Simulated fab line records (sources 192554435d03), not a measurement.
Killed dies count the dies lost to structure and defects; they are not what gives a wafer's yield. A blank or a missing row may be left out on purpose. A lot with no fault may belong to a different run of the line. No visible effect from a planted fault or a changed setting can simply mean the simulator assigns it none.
Split-lot experiment | flow n5-finfet | on a route of 1938 steps: 7 lots, 39 wafers read

SPLIT DETAILS
At N5_FIN_SAQP_HM_DEP_03 (deposits SiNx from SiH4/NH3/N2, target thk 38 nm, time 33.6 s), the setting time-s was moved away from the recipe's 33.6 s on 12 of the 39 wafers read, by -57.2% to +56.8%. For the rest of the wafers, this setting stayed at what the recipe calls for.

FROM THE SPLIT TO THE READING: what the file shows between them, 10 steps
- N5_FIN_SAQP_THK_MEAS_05
- N5_FIN_SAQP_SPACER2_ALD_28: deposits SiO2, target thk 8.1 nm, pulse time 1 s, purge time 2 s (also split here: target-thk-a)
- N5_FIN_SAQP_SPACER2_ETCHBACK_29: etches SiO2 in CHF3/O2, target depth 12.2 nm, time 6.1 s
- N5_FIN_SAQP_MANDREL2_REMOVE_60: chemistry HBr/Cl2/O2, target a-Si, stops on SiNx, bt time 10 s
- N5_FIN_SAQP_CD_MEAS_31: target cd 8 nm
- N5_FIN_SAQP_HM_OPEN_33: chemistry CH3F/O2, target SiNx, target depth 49.4 nm, time 70.6 s
- N5_FIN_SAQP_ETCH_34: etches SiO2 in C4F6/O2, target depth 45 nm, time 15 s
- N5_FIN_SAQP_STRIP_77: strips in N2/H2, time 90 s
- N5_FIN_SAQP_HM_CD_35: target cd 8 nm
- N5_FIN_SAQP_ETCH_64: etches SiO2 in CF4, target depth 1.5 nm

THE READING
SiNx_of_FIN_SAQP_HM_DEP_03.thk-nm (the simulator's own value, which no gauge read), in nm, at N5_FIN_SAQP_FIN_ETCH_36 (etches the open film in HBr/Cl2/O2, target depth 120 nm, time 50.4 s). The file does not state a usual value for it. Average 20.5 nm, standard deviation 0.64 nm, over the 27 wafers here run with the recipe.

wafer  | tool, chamber at the split | time-s as run, s | against the recipe | SiNx_of_FIN_SAQP_HM_DEP_03.thk-nm, nm | against lot-mates on the recipe
L074.1 | pecvd-02, 2                | 46.66            | +38.9%             | 34.4                                  | +14.7
L074.2 | pecvd-02, 0                | 46.66            | +38.9%             | 34.8                                  | +15.1
L074.3 | pecvd-02, 1                | 33.6             | recipe             | 19.4                                  | -
L074.4 | pecvd-02, 2                | 33.6             | recipe             | 20.2                                  | -
L074.5 | pecvd-02, 0                | 46.66            | +38.9%             | 35.6                                  | +15.9
L074.6 | pecvd-02, 1                | 33.6             | recipe             | 19.6                                  | -
L075.1 | pecvd-03, 0                | 33.6             | recipe             | 20.8                                  | -
L075.2 | pecvd-03, 2                | 45.81            | +36.3%             | 34.4                                  | +13.1
L075.3 | pecvd-03, 1                | 45.81            | +36.3%             | 33.8                                  | +12.5
L075.4 | pecvd-03, 1                | 33.6             | recipe             | 21.6                                  | -
L075.6 | pecvd-03, 0                | 33.6             | recipe             | 21.6                                  | -
L075.5 | pecvd-03, 2                | 45.81            | +36.3%             | 35.2                                  | +13.9
L080.1 | pecvd-04, 1,2              | 33.6             | recipe             | 20.4                                  | -
L080.2 | pecvd-04, 0                | 33.6             | recipe             | 20                                    | -
L080.3 | pecvd-04, 2                | 33.6             | recipe             | 19.8                                  | -
L080.4 | pecvd-04, 1,2              | 33.6             | recipe             | 21.2                                  | -
L080.5 | pecvd-04, 0                | 33.6             | recipe             | 20.8                                  | -
L080.6 | pecvd-04, 1                | 33.6             | recipe             | 20.6                                  | -
L086.1 | pecvd-02, 2                | 52.69            | +56.8%             | 42.4                                  | +21.7
L086.2 | pecvd-02, 1                | 33.6             | recipe             | 20                                    | -
L086.3 | pecvd-02, 0                | 33.6             | recipe             | 20.8                                  | -
L086.4 | pecvd-02, 2                | 52.69            | +56.8%             | 42.6                                  | +21.9
L086.5 | pecvd-02, 1                | 33.6             | recipe             | 21.2                                  | -
L086.6 | pecvd-02, 0                | 52.69            | +56.8%             | 42.8                                  | +22.1
L091.1 | pecvd-04, 0                | 14.37            | -57.2%             | 0                                     | -20.3
L091.5 | pecvd-04, 1                | 14.37            | -57.2%             | 0                                     | -20.3
L091.6 | pecvd-04, 2                | 14.37            | -57.2%             | 0                                     | -20.3
L091.2 | pecvd-04, 1                | 33.6             | recipe             | 20.2                                  | -
L091.3 | pecvd-04, 2                | 33.6             | recipe             | 20                                    | -
L091.4 | pecvd-04, 0                | 33.6             | recipe             | 20.8                                  | -
L095.1 | pecvd-04, 2                | 33.6             | recipe             | 19.8                                  | -
L095.6 | pecvd-04, 1                | 33.6             | recipe             | 19.8                                  | -
L095.5 | pecvd-04, 2                | 33.6             | recipe             | 21.6                                  | -
L097.1 | pecvd-03, 0                | 33.6             | recipe             | 19.6                                  | -
L097.2 | pecvd-03, 2                | 33.6             | recipe             | 20.2                                  | -
L097.3 | pecvd-03, 1                | 33.6             | recipe             | 20.2                                  | -
L097.4 | pecvd-03, 0,2              | 33.6             | recipe             | 20.8                                  | -
L097.5 | pecvd-03, 0,2              | 33.6             | recipe             | 20.8                                  | -
L097.6 | pecvd-03, 1                | 33.6             | recipe             | 21.2                                  | -
Rows listing several chambers each stand for several wafers; the file does not say which wafer went through which chamber.

FIT RESULTS
A straight line over all 39 wafers: SiNx_of_FIN_SAQP_HM_DEP_03.thk-nm changes by +0.373 nm for each +1% of time-s; r = +1.00; the points scatter about the line by 0.68 nm.
The same after taking each lot's own level away (the mean of its wafers on the recipe; 39 wafers): +0.371 nm for each +1%; r = +1.00; scatter 0.63 nm.
The reading moves by 21 nm for the largest change in time-s, on that fit.
Measured against the standard deviation above, the lots' own levels, which go from 19.73 to 21.33 nm, span 2.5 times it.
Hence the lot-to-lot level has little effect on the slope; both slopes agree.
Check: for one of the wafers moved furthest among these (-57.2%), held out of the fit, the line's prediction against its lot-mates is -21.2 nm. Against them it came out at -20.3 nm.

OTHER SPLITS ON THESE WAFERS
These wafers also went through other splits before the reading. Each is held against what the fit with the lots' levels taken away leaves over:
other split on the same wafers          | wafers away from the commonest value | r with SiNx_of_FIN_SAQP_HM_DEP_03.thk-nm (lot level and that fit taken away)
N5_FIN_SAQP_SPACER2_ALD_28 target-thk-a | 12                                   | -0.24

THE WHOLE CHAIN: every reading that the file lists as answering this split, in the file's order
step                    | what it does                                                         | reading                                                                            | change (the file's fit)               | r (the file's)
N5_FIN_SAQP_HM_DEP_03   | deposits SiNx from SiH4/NH3/N2, target thk 38 nm, time 33.6 s        | SiNx_of_FIN_SAQP_HM_DEP_03.thk-nm (the simulator's own value, which no gauge read) | +0.383 nm for each +1% of the setting | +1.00
N5_FIN_SAQP_THK_MEAS_05 |                                                                      | thk-nm                                                                             | withheld for each +1% of the setting  | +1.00
N5_FIN_SAQP_HM_OPEN_33  | chemistry CH3F/O2, target SiNx, target depth 49.4 nm, time 70.6 s    | etch-rf-on-time-s                                                                  | withheld for each +1% of the setting  | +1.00
N5_FIN_SAQP_HM_OPEN_33  | chemistry CH3F/O2, target SiNx, target depth 49.4 nm, time 70.6 s    | etch.depth-nm (the simulator's own value, which no gauge read)                     | +0.382 nm for each +1% of the setting | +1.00
N5_FIN_SAQP_FIN_ETCH_36 | etches the open film in HBr/Cl2/O2, target depth 120 nm, time 50.4 s | SiNx_of_FIN_SAQP_HM_DEP_03.thk-nm (the simulator's own value, which no gauge read) | +0.373 nm for each +1% of the setting | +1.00

THE FILE'S OWN FIT
SiNx_of_FIN_SAQP_HM_DEP_03.thk-nm changes by +0.373 nm for each +1% of time-s, r = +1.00.
